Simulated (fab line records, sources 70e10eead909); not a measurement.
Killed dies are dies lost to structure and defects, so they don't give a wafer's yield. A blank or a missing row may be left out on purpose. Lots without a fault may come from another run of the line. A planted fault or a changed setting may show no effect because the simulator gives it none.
fab line records | flow nand_harc
record lots=13 wafers=39 last_day=35
route steps=1302 shown P_ZERO_WELL@35 P_STI@83 END@1302
lots that met no fault: from a run of the same line without faults
start_h: hours from the record's first day to the start of the lot's first wafer shown | wait_h: hours since the lot's step before | " the same as in the row above | L1.1+2: a row that stands for several wafers | - no value, or no start given | * or withheld: withheld | < > ~ a bound
route shown NAME@n: a module of which the file shows steps, and the number in the route of the first | usual: mean/standard deviation of fault-free wafers | same: alike in all rows | chamber/n: place in a boat | sites: the reading at each site | _std_site: their standard deviation | _edge_site: outer sites' mean less inner sites' | radius_mm: how far each site lies from the wafer's centre | mask NAME#n: copy n | behind: the tool/chamber that last shaped the wafer | hold: why the lot was held/for how many hours/how that ended | device: the transistor (n, p or np) that didn't switch | end of line: the same wafers' tests at the end of the route | a step without rows: its recipe alone | killed: dies lost to structure and defects at the first sort, not the wafer's yield | map: a wafer's dies, x killed, . not, _ none there
set.NAME: the setting as run; set.NAME@STEP: as run at that earlier step | model.NAME: the simulator's own value behind a step, which no gauge read
steps of the route over a sample of lots; a table a step, a row a wafer
services: from which hour (start_h, from the record's first day; less than 0 if before it) a tool's chamber was out of use, for how many hours, and why
## steps
# step NHARC_P_ZERO_WELL_STRIP_28
# recipe time_s=840 temp_c=130 chemistry=SPM
# usual bath_heat_duty_pct=14.5/1.5
# columns lot.wafer tool chamber start_h wait_h bath_heat_duty_pct
L936.5 wet_bench-02 7 23.37 0.1 14.0
L936.3 " 0 " " 13.7
L936.2 " 1 " " 13.0
L937.4 wet_bench-03 7 33.55 0.1 12.3
L937.3 " 0 " " 17.1
L937.1 " 2 " " 13.7
L939.6 wet_bench-03 5 53.58 0.0 14.0
L939.1 " 6 " " 14.0
L939.5 " 7 " " 11.6
L940.3 wet_bench-06 1 63.47 0.1 16.0
L940.5 " 3 " " 15.5
L940.1 " 5 " " 14.5
L941.3 wet_bench-06 6 73.53 0.1 16.3
L941.5 " 0 " " 15.0
L941.1 " 1 " " 17.1
L942.5 wet_bench-02 7 83.48 0.1 14.3
L942.2 " 0 " " 12.6
L942.4 " 2 " " 13.6
L943.6 wet_bench-06 4 93.56 0.0 13.5
L943.1 " 6 " " 16.0
L943.3 " 0 " " 16.1
L944.2 wet_bench-03 1 103.47 0.2 14.7
L944.3 " 3 " " 13.6
L944.6 " 6 " " 14.1
L946.4 wet_bench-02 3 123.58 0.1 15.0
L946.5 " 6 " " 13.4
L946.3 " 7 " " 15.8
L951.4 wet_bench-06 2 173.50 0.1 14.0
L951.5 " 3 " " 14.6
L951.6 " 6 " " 15.4
L957.3 wet_bench-03 3 233.35 0.1 12.5
L957.1 " 4 " " 12.9
L957.5 " 6 " " 14.9
L958.5 wet_bench-02 6 243.49 0.1 12.2
L958.6 " 7 " " 15.6
L958.3 " 2 " " 13.5
L959.2 wet_bench-06 7 253.51 0.2 13.6
L959.6 " 0 " " 16.9
L959.3 " 1 " " 16.7
# step NHARC_P_ZERO_WELL_CD_MEAS_52
# recipe target_cd_nm=2000 landing_energy_ev=500
# usual cd_nm=1999.5/1.6
# columns lot.wafer tool chamber start_h wait_h cd_nm
L936.2 cd_sem-01 0 25.74 - 2003.3
L936.3 " 0 " " 2001.0
L936.5 " 0 " " 2002.9
L937.1 cd_sem-02 0 35.68 - 1999.7
L937.3 " 0 " " 1999.1
L937.4 " 0 " " 1998.5
L939.1 cd_sem-03 0 56.01 - 2003.1
L939.5 " 0 " " 2001.3
L939.6 " 0 " " 2003.1
L940.1 cd_sem-01 0 65.73 - 1999.8
L940.3 " 0 " " 1998.2
L940.5 " 0 " " 1999.4
L941.1 cd_sem-02 0 75.80 - 1998.4
L941.3 " 0 " " 1998.3
L941.5 " 0 " " 1999.2
L942.2 cd_sem-03 0 86.05 - 2000.4
L942.4 " 0 " " 2000.8
L942.5 " 0 " " 1999.3
L943.1 cd_sem-01 0 95.94 - 1999.6
L943.3 " 0 " " 2000.4
L943.6 " 0 " " 2000.3
L944.2 cd_sem-01 0 105.87 - 1999.1
L944.3 " 0 " " 1998.2
L944.6 " 0 " " 1998.7
L946.3 cd_sem-02 0 125.86 - 1995.4
L946.4 " 0 " " 1997.9
L946.5 " 0 " " 1997.4
L951.4 cd_sem-01 0 175.80 - 1999.6
L951.5 " 0 " " 1999.3
L951.6 " 0 " " 1999.6
L957.1 cd_sem-03 0 235.66 - 2001.7
L957.3 " 0 " " 2000.8
L957.5 " 0 " " 2000.2
L958.3 cd_sem-03 0 245.89 - 2000.8
L958.5 " 0 " " 2001.8
L958.6 " 0 " " 2000.8
L959.2 cd_sem-02 0 255.91 - 1998.7
L959.3 " 0 " " 2001.3
L959.6 " 0 " " 2000.6
# step NHARC_P_ZERO_WELL_RTA_42
# recipe temp_c=1100 time_s=300
# usual lamp_power_pct=35.2/0.65 wafer_temp_C_max=1105.0/1
# columns lot.wafer tool chamber start_h wait_h lamp_power_pct wafer_temp_C_max
L936.2 rtp_anneal-01 0 27.00 - 35.9 1104.5
L936.3 " 0 " " 35.9 1103.4
L936.5 " 0 " " 35.8 1104.6
L937.1 rtp_anneal-02 0 36.82 - 34.6 1104.2
L937.3 " 0 " " 34.6 1105.4
L937.4 " 0 " " 34.6 1104.4
L939.1 rtp_anneal-01 0 57.14 - 35.9 1104.7
L939.5 " 0 " " 35.8 1105.1
L939.6 " 0 " " 35.8 1105.5
L940.1 rtp_anneal-02 0 66.88 - 34.5 1105.9
L940.3 " 0 " " 34.6 1107.4
L940.5 " 0 " " 34.5 1106.1
L941.1 rtp_anneal-02 0 76.95 - 34.6 1105.1
L941.3 " 0 " " 34.6 1105.9
L941.5 " 0 " " 34.6 1106.3
L942.2 rtp_anneal-02 0 87.29 - 34.5 1105.4
L942.4 " 0 " " 34.6 1104.6
L942.5 " 0 " " 34.6 1105.1
L943.1 rtp_anneal-01 0 97.07 - 35.9 1103.9
L943.3 " 0 " " 35.9 1103.6
L943.6 " 0 " " 35.8 1105.4
L944.2 rtp_anneal-02 0 107.11 - 34.6 1106.3
L944.3 " 0 " " 34.6 1104.0
L944.6 " 0 " " 34.6 1104.7
L946.3 rtp_anneal-01 0 127.20 - 35.8 1104.8
L946.4 " 0 " " 35.8 1104.8
L946.5 " 0 " " 35.8 1104.1
L951.4 rtp_anneal-01 0 177.27 - 36.0 1104.5
L951.5 " 0 " " 35.9 1105.2
L951.6 " 0 " " 35.9 1103.7
L957.1 rtp_anneal-01 0 236.81 - 35.9 1107.1
L957.3 " 0 " " 35.9 1105.9
L957.5 " 0 " " 35.9 1103.3
L958.3 rtp_anneal-01 0 247.24 - 35.9 1103.6
L958.5 " 0 " " 35.9 1103.1
L958.6 " 0 " " 35.9 1103.8
L959.2 rtp_anneal-01 0 257.17 - 35.9 1103.4
L959.3 " 0 " " 36.0 1106.0
L959.6 " 0 " " 35.9 1104.2
# step NHARC_P_ZERO_WELL_INSPECT_43
# usual raw_defect_count=13/6.5
# columns lot.wafer tool chamber start_h wait_h raw_defect_count
L936.2 defect_inspect-01 - 27.56 0.5 6
L936.3 " - " " 8
L936.5 " - " " 17
L937.1 defect_inspect-01 - 37.51 0.6 16
L937.3 " - " " 6
L937.4 " - " " 17
L939.1 defect_inspect-02 - 57.81 0.6 5
L939.5 " - " " 8
L939.6 " - " " 7
L940.1 defect_inspect-02 - 67.55 0.6 8
L940.3 " - " " 26
L940.5 " - " " 25
L941.1 defect_inspect-02 - 77.64 0.6 17
L941.3 " - " " 9
L941.5 " - " " 18
L942.2 defect_inspect-01 - 87.85 0.5 13
L942.4 " - " " 14
L942.5 " - " " 12
L943.1 defect_inspect-01 - 97.75 0.6 11
L943.3 " - " " 11
L943.6 " - " " 4
L944.2 defect_inspect-01 - 107.68 0.5 7
L944.3 " - " " 20
L944.6 " - " " 18
L946.3 defect_inspect-02 - 127.65 0.3 17
L946.4 " - " " 13
L946.5 " - " " 4
L951.4 defect_inspect-02 - 177.64 0.3 13
L951.5 " - " " 7
L951.6 " - " " 1372
L957.1 defect_inspect-02 - 237.48 0.6 11
L957.3 " - " " 8
L957.5 " - " " 14
L958.3 defect_inspect-01 - 247.71 0.4 10
L958.5 " - " " 5
L958.6 " - " " 10
L959.2 defect_inspect-01 - 257.74 0.5 5
L959.3 " - " " 20
L959.6 " - " " 4
# step NHARC_P_STI_CD_MEAS_09
# recipe target_cd_nm=200 landing_energy_ev=500
# usual cd_nm=199.1/2.4
# columns lot.wafer tool chamber start_h wait_h cd_nm
L936.2 cd_sem-03 0 42.88 - 199.4
L936.3 " 0 " " 197.6
L936.5 " 0 " " 200.9
L937.1 cd_sem-02 0 56.15 - 200.0
L937.3 " 0 " " 200.7
L937.4 " 0 " " 202.9
L939.1 cd_sem-02 0 73.59 - 201.2
L939.5 " 0 " " 201.0
L939.6 " 0 " " 197.0
L940.1 cd_sem-01 0 83.81 - 199.1
L940.3 " 0 " " 195.8
L940.5 " 0 " " 198.9
L941.1 cd_sem-03 0 93.03 - 197.5
L941.3 " 0 " " 197.2
L941.5 " 0 " " 195.2
L942.2 cd_sem-03 0 102.20 - 193.9
L942.4 " 0 " " 196.4
L942.5 " 0 " " 196.6
L943.1 cd_sem-01 0 113.21 - 197.8
L943.3 " 0 " " 196.1
L943.6 " 0 " " 193.7
L944.2 cd_sem-01 0 123.94 - 198.7
L944.3 " 0 " " 202.6
L944.6 " 0 " " 199.4
L946.3 cd_sem-01 0 142.69 - 203.2
L946.4 " 0 " " 200.7
L946.5 " 0 " " 202.0
L951.4 cd_sem-03 0 192.43 - 200.9
L951.5 " 0 " " 203.1
L951.6 " 0 " " 199.1
L957.1 cd_sem-01 0 252.59 - 197.6
L957.3 " 0 " " 199.0
L957.5 " 0 " " 200.9
L958.3 cd_sem-02 0 262.91 - 203.1
L958.5 " 0 " " 201.1
L958.6 " 0 " " 200.6
L959.2 cd_sem-03 0 272.34 - 202.5
L959.3 " 0 " " 199.8
L959.6 " 0 " " 202.6
# step NHARC_END_SORT_01
# recipe temp_c=25
# usual killed_at_array=54/18 killed_at_other=0.9/1.2 killed_at_periphery=4.4/2.9 killed_dies=59/18 killed_open=3.2/1.8 killed_short=2.6/1.8
# same gross_dies=677
# columns lot.wafer tool chamber start_h wait_h killed_at_array killed_at_other killed_at_periphery killed_dies killed_open killed_short
L951.4 prober-02 0 738.40 3.4 53 0 3 56 2 1
L951.5 prober-02 0 739.20 3.7 62 0 4 66 2 3
L951.6 prober-02 0 740.00 4.0 44 0 109 153 3 2
# killed by level:class
L951.4 A_CHANNEL_HOLE_D2:chamber_film_flake=18 A_CHANNEL_HOLE_D1:chamber_film_flake=18 A_CONTACT:chamber_film_flake=5 A_SLIT:chamber_film_flake=3 A_DECK1_JOINT:chamber_film_flake=2 A_STAIRCASE:chamber_film_flake=2 A_DECK1_JOINT:geometric_particle:open=1 A_CHANNEL_FILL_D2:geometric_particle:short=1
L951.5 A_CHANNEL_HOLE_D2:chamber_film_flake=20 A_CHANNEL_HOLE_D1:chamber_film_flake=18 A_SLIT:chamber_film_flake=8 A_CONTACT:chamber_film_flake=5 A_SGD_CUT:geometric_particle:short=3 A_CHANNEL_FILL_D1:chamber_film_flake=3 P_GATE:chamber_film_flake=2 A_DECK1_JOINT:chamber_film_flake=2
L951.6 P_ZERO_WELL:unspecified=107 A_CHANNEL_HOLE_D1:chamber_film_flake=26 A_CHANNEL_HOLE_D2:chamber_film_flake=6 A_SLIT:chamber_film_flake=3 P_GATE:chamber_film_flake=2 A_CHANNEL_FILL_D1:chamber_film_flake=2 A_CHANNEL_FILL_D1:geometric_particle:open=1 A_CHANNEL_FILL_D1:geometric_particle:short=1
## services
# columns tool chamber start_h hours kind
rtp_anneal-02 - 12.14 12.0 pm
wet_bench-06 - 17.61 8.0 pm
wet_bench-06 0 25.61 - consumable_replace:bath
wet_bench-06 0 25.61 - consumable_replace:filter
wet_bench-06 1 25.61 - consumable_replace:bath
wet_bench-06 1 25.61 - consumable_replace:filter
wet_bench-06 2 25.61 - consumable_replace:bath
wet_bench-06 2 25.61 - consumable_replace:filter
wet_bench-06 3 25.61 - consumable_replace:bath
wet_bench-06 3 25.61 - consumable_replace:filter
wet_bench-06 4 25.61 - consumable_replace:bath
wet_bench-06 4 25.61 - consumable_replace:filter
wet_bench-06 5 25.61 - consumable_replace:bath
wet_bench-06 5 25.61 - consumable_replace:filter
wet_bench-06 6 25.61 - consumable_replace:bath
wet_bench-06 6 25.61 - consumable_replace:filter
wet_bench-03 - 27.81 1.0 repair
wet_bench-03 - 34.42 8.0 pm
wet_bench-02 - 68.00 8.0 pm
wet_bench-06 - 193.61 8.0 pm
wet_bench-03 - 210.42 8.0 pm
wet_bench-06 - 210.44 1.0 repair
rtp_anneal-02 - 217.08 1.5 repair
wet_bench-02 - 244.00 8.0 pm
## key
first_sign step=NHARC_P_ZERO_WELL_INSPECT_43 reading=raw_defect_count direction=up sigmas=99+ usual=13 struck=1372
effect step=NHARC_END_SORT_01 reading=killed_at_periphery direction=up sigmas=36 usual=4.4 struck=109
more_kills_born_at NHARC_P_ZERO_WELL_STRIP_28@wet_bench-06=107
met_at NHARC_P_ZERO_WELL_STRIP_28
struck_lots L951
struck_wafers L951.6
tester_left_out L951
not_acting_at NHARC_P_ZERO_WELL_CD_MEAS_52,NHARC_P_ZERO_WELL_RTA_42,NHARC_P_STI_CD_MEAS_09
onset_between 93.56 173.50
fault kind=chamber_particle_source tool=wet_bench-06 chamber=6 onset_h=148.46 steps=NHARC_P_ZERO_WELL_STRIP_28 rate_per_visit_cm2=2.2426 end_h=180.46
# tester_left_out: of these lots the tester's yield and bins aren't shown, on N5 and GAA mostly nor the transistor test; their killed dies are dies lost to structure and defects alone, not to doping, threshold or leakage, so they don't give the yield
